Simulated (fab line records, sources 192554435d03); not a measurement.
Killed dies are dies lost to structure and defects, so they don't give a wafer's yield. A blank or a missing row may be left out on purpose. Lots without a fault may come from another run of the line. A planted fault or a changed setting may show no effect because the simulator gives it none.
Which tool did it? | flow n5_finfet | 8 lots, 23 wafers sampled, at 8 steps of a route of 1938

WHAT THE GAUGES READ, wafer by wafer
N5_BEOL_M2_CD_MEAS_28: target cd 26.2 nm, target cd y 24.1 nm. Usual: cd_nm 26.22 nm, standard deviation 0.22.
lot  | measured     | on        | cd_nm (nm)        | flag
L372 | day 6 23:48  | cd_sem-02 | 26.38 26.35 26.35 |
L375 | day 7 23:35  | cd_sem-03 | 26.19 25.84       |
L379 | day 9 01:55  | cd_sem-01 | 26.24 26.13 26.50 |
L383 | day 9 13:43  | cd_sem-02 | 26.21 26.46 26.06 |
L385 | day 10 01:25 | cd_sem-03 | 26.03 25.80 26.27 |
L388 | day 11 01:41 | cd_sem-03 | 26.05 26.15 26.03 |
L393 | day 12 11:55 | cd_sem-03 | 26.20 26.64 26.40 |
L394 | day 13 14:20 | cd_sem-03 | 26.15 26.20 25.95 |

N5_BEOL_M2_OCD_MEAS_38. Usual: trench_depth_nm 55.2 nm, standard deviation 0.88.
lot  | measured     | on     | trench_depth_nm (nm) | flag
L372 | day 7 11:27  | ocd-01 | 54.9 54.8 54.4       |
L375 | day 8 07:25  | ocd-02 | 55.8 92.0            | OFF
L379 | day 9 14:41  | ocd-02 | 54.6 54.9 90.4       | OFF
L383 | day 12 04:35 | ocd-02 | 55.1 54.9 55.3       |
L385 | day 12 18:10 | ocd-02 | 54.6 54.3 54.9       |
L388 | day 12 19:06 | ocd-01 | 53.3 53.8 54.4       |
L393 | day 14 01:55 | ocd-02 | 53.4 55.7 55.5       |
L394 | day 14 11:06 | ocd-02 | 54.8 54.8 56.5       |

N5_BEOL_M2_THK_MEAS_53: measures by xrf. Usual: M2_THK 39.3 nm, standard deviation 1.
lot  | measured     | on            | M2_THK (nm)    | flag
L372 | day 7 15:41  | film_metro-02 | 38.5 38.6 38.9 |
L375 | day 8 11:05  | film_metro-01 | 39.9 74.9      | OFF
L379 | day 14 08:03 | film_metro-01 | 37.8 40.4 74.7 | OFF
L383 | day 12 08:02 | film_metro-02 | 38.8 37.5 38.6 |
L385 | day 12 21:54 | film_metro-01 | 37.6 38.1 37.5 |
L388 | day 12 22:31 | film_metro-01 | 37.7 36.0 37.9 |
L393 | day 14 07:20 | film_metro-01 | 38.4 39.9 40.3 |
L394 | day 14 14:40 | film_metro-02 | 39.5 39.3 41.3 |

N5_BEOL_M2_RS_MEAS_58: measures by four-point-probe. Usual: M2_RS 0.675 ohm/sq, standard deviation 0.022.
lot  | measured     | on            | M2_RS (ohm/sq)    | flag
L372 | day 7 17:22  | film_metro-01 | 0.691 0.689 0.689 |
L375 | day 8 11:23  | film_metro-02 | 0.661 0.303       | OFF
L379 | day 14 08:19 | film_metro-02 | 0.705 0.650 0.303 | OFF
L383 | day 12 08:19 | film_metro-01 | 0.683 0.710 0.687 |
L385 | day 12 22:10 | film_metro-01 | 0.717 0.703 0.717 |
L388 | day 12 22:46 | film_metro-01 | 0.703 0.748 0.697 |
L393 | day 14 07:38 | film_metro-01 | 0.695 0.663 0.654 |
L394 | day 14 14:56 | film_metro-01 | 0.679 0.681 0.641 |

N5_BEOL_M4_RC_MEAS_101. Usual: DIBL_N 36.3 mV/V, standard deviation 1.1; DIBL_P 36.3 mV/V, standard deviation 1.4; IOFF_N 0.155 nA/um, standard deviation 0.019; IOFF_P 0.211 nA/um, standard deviation 0.027; ION_N 672 uA/um, standard deviation 8.5; ION_P 462 uA/um, standard deviation 5.8; SERP_M2 193 ohm/um, standard deviation 12; SERP_M2_max_site 206 ohm/um, standard deviation 14; SS_N 71.5 mV/dec, standard deviation 0.56; SS_P 73.3 mV/dec, standard deviation 0.52; VT_N 249.9 mV, standard deviation 2.5; VT_P -249.8 mV, standard deviation 2.8.
lot  | measured     | on        | DIBL_N (mV/V)  | DIBL_P (mV/V)  | IOFF_N (nA/um)    | IOFF_P (nA/um)    | ION_N (uA/um) | ION_P (uA/um) | SERP_M2 (ohm/um) | SERP_M2_max_site (ohm/um) | SS_N (mV/dec)  | SS_P (mV/dec)  | VT_N (mV)         | VT_P (mV)            | flag
L372 | day 9 18:11  | prober-01 | 37.5 37.8 35.0 | 38.2 39.5 35.7 | 0.185 0.200 0.143 | 0.238 0.248 0.190 | 676 675 670   | 460 459 463   | 197 213 194      | 202 226 211               | 71.3 73.1 71.3 | 74.3 74.2 73.0 | 247.9 245.3 250.0 | -248.6 -248.1 -251.1 |
L375 | day 10 22:22 | prober-01 | 37.2 36.5      | 37.1 36.6      | 0.172 0.161       | 0.244 0.243       | 676 672       | 472 467       | 189 91           | 197 97                    | 71.9 71.8      | 73.9 73.0      | 248.4 247.0       | -244.4 -247.3        | OFF
L379 | day 17 15:38 | prober-02 | 35.6 35.7 36.2 | 35.6 36.2 36.6 | 0.134 0.138 0.144 | 0.184 0.190 0.195 | 670 664 668   | 460 463 461   | 203 186 90       | 228 200 100               | 71.4 71.3 71.4 | 73.3 72.7 73.2 | 250.1 251.8 250.7 | -253.3 -253.4 -251.7 |
L383 | day 14 23:47 | prober-01 | 34.7 36.8 35.3 | 33.6 35.7 34.6 | 0.137 0.175 0.146 | 0.184 0.211 0.197 | 666 667 665   | 458 453 458   | 202 213 219      | 221 239 228               | 70.4 71.2 70.7 | 72.8 73.8 73.1 | 250.3 248.7 248.0 | -251.3 -250.6 -250.7 |
L385 | day 15 19:02 | prober-02 | 36.0 34.5 36.7 | 35.6 33.9 36.1 | 0.151 0.128 0.169 | 0.238 0.210 0.253 | 667 662 682   | 468 464 467   | 202 193 193      | 214 211 205               | 71.7 70.8 71.6 | 73.2 72.8 72.9 | 248.3 253.7 245.5 | -246.1 -245.9 -243.8 |
L388 | day 16 16:17 | prober-01 | 36.3 36.7 35.7 | 36.6 36.6 35.8 | 0.168 0.178 0.158 | 0.226 0.231 0.221 | 687 688 690   | 470 471 471   | 194 201 192      | 202 206 204               | 71.9 71.6 71.9 | 73.7 74.1 73.8 | 247.1 243.7 247.6 | -248.9 -246.9 -246.9 |
L393 | day 17 17:07 | prober-01 | 35.6 36.3 36.0 | 35.2 34.7 35.2 | 0.158 0.159 0.158 | 0.210 0.200 0.205 | 682 666 675   | 464 459 458   | 196 195 208      | 212 213 212               | 72.1 72.0 71.3 | 73.3 73.4 73.0 | 248.2 249.2 249.8 | -248.4 -250.9 -249.2 |
L394 | day 16 04:41 | prober-02 | 37.2 38.7 37.2 | 36.6 36.8 35.6 | 0.171 0.196 0.161 | 0.241 0.250 0.223 | 678 671 674   | 467 461 464   | 220 208 188      | 227 222 199               | 72.2 72.8 71.9 | 73.7 73.2 73.3 | 251.6 246.3 247.5 | -246.2 -246.9 -249.5 |

WHICH TOOL RAN EACH LOT (tool, then ch and the chambers of the sampled wafers, then the start)
lot  | N5_BEOL_M2_DESCUM_33               | N5_BEOL_M2_TRENCH_ETCH_37          | N5_BEOL_M2_SPUTTER_48
L372 | rie_diel-05 ch 0,3, day 6 23:59    | rie_diel-04 ch 0,2, day 7 11:18    | pvd_sputter-01, day 7 13:07
L375 | rie_diel-05 ch 0,3, day 7 23:43    | rie_diel-02 ch 1, day 8 07:15      | pvd_sputter-01, day 8 08:32
L379 | rie_diel-05 ch 0,3, day 9 02:02    | rie_diel-02 ch 0,1,3, day 9 14:32  | pvd_sputter-03, day 9 16:44
L383 | rie_diel-04 ch 0,2,3, day 9 13:50  | rie_diel-05 ch 0,1,3, day 12 04:26 | pvd_sputter-01, day 12 05:23
L385 | rie_diel-05 ch 1,2,3, day 10 01:32 | rie_diel-05 ch 0,3, day 12 18:01   | pvd_sputter-01, day 12 19:21
L388 | rie_diel-04 ch 0,1,3, day 11 01:49 | rie_diel-02 ch 0,1,3, day 12 18:57 | pvd_sputter-02, day 12 19:56
L393 | rie_diel-02 ch 0,1,3, day 12 12:02 | rie_diel-02 ch 0,1,3, day 14 01:46 | pvd_sputter-01, day 14 04:47
L394 | rie_diel-02 ch 1,2, day 13 14:30   | rie_diel-04 ch 1,2,3, day 14 10:56 | pvd_sputter-01, day 14 12:07
- N5_BEOL_M2_DESCUM_33: chemistry O2, time 7 s.
- N5_BEOL_M2_TRENCH_ETCH_37: etches SiOC in C4F6/O2, target depth 55.555 nm, time 29.2 s.
- N5_BEOL_M2_SPUTTER_48: material Cu, target thk 4.5 nm, time 8.29 s.

WHAT THE TOOLS THEMSELVES READ (means of the sampled wafers that have a number; where no wafer has one, the mark that the record gives instead)
N5_BEOL_M2_DESCUM_33. Usual: drypump_motor_current_A 5.7 A, standard deviation 0.44; oes_product_au 0.78 a.u., standard deviation 0.1; rf_vpp_V 243.5 V, standard deviation 1.5; showerhead_plenum_p_Torr 2.12 Torr, standard deviation 0.081; throttle_valve_pct 20.50 %, standard deviation 0.16.
lot  | tool        | drypump_motor_current_A (A) | oes_product_au (a.u.) | rf_vpp_V (V) | showerhead_plenum_p_Torr (Torr) | throttle_valve_pct (%) | flag
L372 | rie_diel-05 | 6.4                         | 0.88                  | 244.7        | 2.15                            | 20.42                  |
L375 | rie_diel-05 | 6.5                         | 0.81                  | 243.1        | 2.16                            | 20.48                  |
L379 | rie_diel-05 | 6.5                         | 0.77                  | 244.0        | 2.16                            | 20.53                  |
L383 | rie_diel-04 | 5.4                         | 0.77                  | 243.5        | 2.15                            | 20.47                  |
L385 | rie_diel-05 | 5.9                         | 0.78                  | 245.2        | 2.19                            | 20.53                  |
L388 | rie_diel-04 | 5.6                         | 0.92                  | 244.5        | 2.13                            | 20.39                  |
L393 | rie_diel-02 | 5.7                         | 0.72                  | 241.7        | 2.05                            | 20.52                  |
L394 | rie_diel-02 | 5.7                         | 0.72                  | 244.2        | 2.17                            | 20.49                  |

N5_BEOL_M2_TRENCH_ETCH_37. Usual: drypump_motor_current_A 5.7 A, standard deviation 0.41; oes_product_au 0.80 a.u., standard deviation 0.098; rf_vpp_V 667 V, standard deviation 6.4; showerhead_plenum_p_Torr 2.89 Torr, standard deviation 0.1; throttle_valve_pct 20.88 %, standard deviation 0.15.
lot  | tool        | drypump_motor_current_A (A) | oes_product_au (a.u.) | rf_vpp_V (V) | showerhead_plenum_p_Torr (Torr) | throttle_valve_pct (%) | flag
L372 | rie_diel-04 | 5.5                         | 0.69                  | 661          | 2.78                            | 20.96                  |
L375 | rie_diel-02 | 5.7                         | 0.90                  | 664          | 2.95                            | 20.86                  |
L379 | rie_diel-02 | 5.6                         | 0.83                  | 665          | 2.80                            | 20.92                  |
L383 | rie_diel-05 | 6.1                         | 0.81                  | 670          | 2.95                            | 20.82                  |
L385 | rie_diel-05 | 6.4                         | 0.80                  | 675          | 2.90                            | 20.89                  |
L388 | rie_diel-02 | 5.6                         | 0.71                  | 663          | 2.79                            | 20.94                  |
L393 | rie_diel-02 | 5.6                         | 0.70                  | 664          | 2.78                            | 20.95                  |
L394 | rie_diel-04 | 5.3                         | 0.90                  | 663          | 2.81                            | 20.79                  |

N5_BEOL_M2_SPUTTER_48. Usual: substrate_temp_c -20.00 C, standard deviation 0.1; throttle_valve_pct 29.6 %, standard deviation 1.
lot  | tool           | substrate_temp_c (C) | throttle_valve_pct (%) | flag
L372 | pvd_sputter-01 | -19.94               | 29.3                   |
L375 | pvd_sputter-01 | -19.98               | 29.0                   |
L379 | pvd_sputter-03 | -19.98               | 29.0                   |
L383 | pvd_sputter-01 | -20.04               | 29.2                   |
L385 | pvd_sputter-01 | -20.00               | 29.5                   |
L388 | pvd_sputter-02 | -20.19               | 30.0                   |
L393 | pvd_sputter-01 | -19.93               | 31.0                   |
L394 | pvd_sputter-01 | -20.03               | 29.6                   |

THE ANSWER, worked out from the rows above alone
Rule: a lot is off if the mean of its wafers that have a number lies more than 3 standard deviations from the usual mean. A lot without any number at a reading at which 4 lots or more have one is off too. The other lots that the step has rows for count as sound. The gauges are gone through in route order, then the tools' own readings, and for those a lot's mean is taken as printed above. The first step at which some lot is off is used, and at that step the reading that is off furthest; a lot without a number counts as furthest.
Off: L375, L379, at N5_BEOL_M2_OCD_MEAS_38 (trench_depth_nm).
A tool fits if, at a process step before that reading, it ran every lot that is off, and no sound lot after the first of them. The gauges at N5_BEOL_M2_OCD_MEAS_38 aren't tried: what is off there is off at N5_BEOL_M2_THK_MEAS_53 too, on other tools, and a gauge's error can't cause that. None of those tried fits.

WHAT THE SIMULATOR HAD PUT IN
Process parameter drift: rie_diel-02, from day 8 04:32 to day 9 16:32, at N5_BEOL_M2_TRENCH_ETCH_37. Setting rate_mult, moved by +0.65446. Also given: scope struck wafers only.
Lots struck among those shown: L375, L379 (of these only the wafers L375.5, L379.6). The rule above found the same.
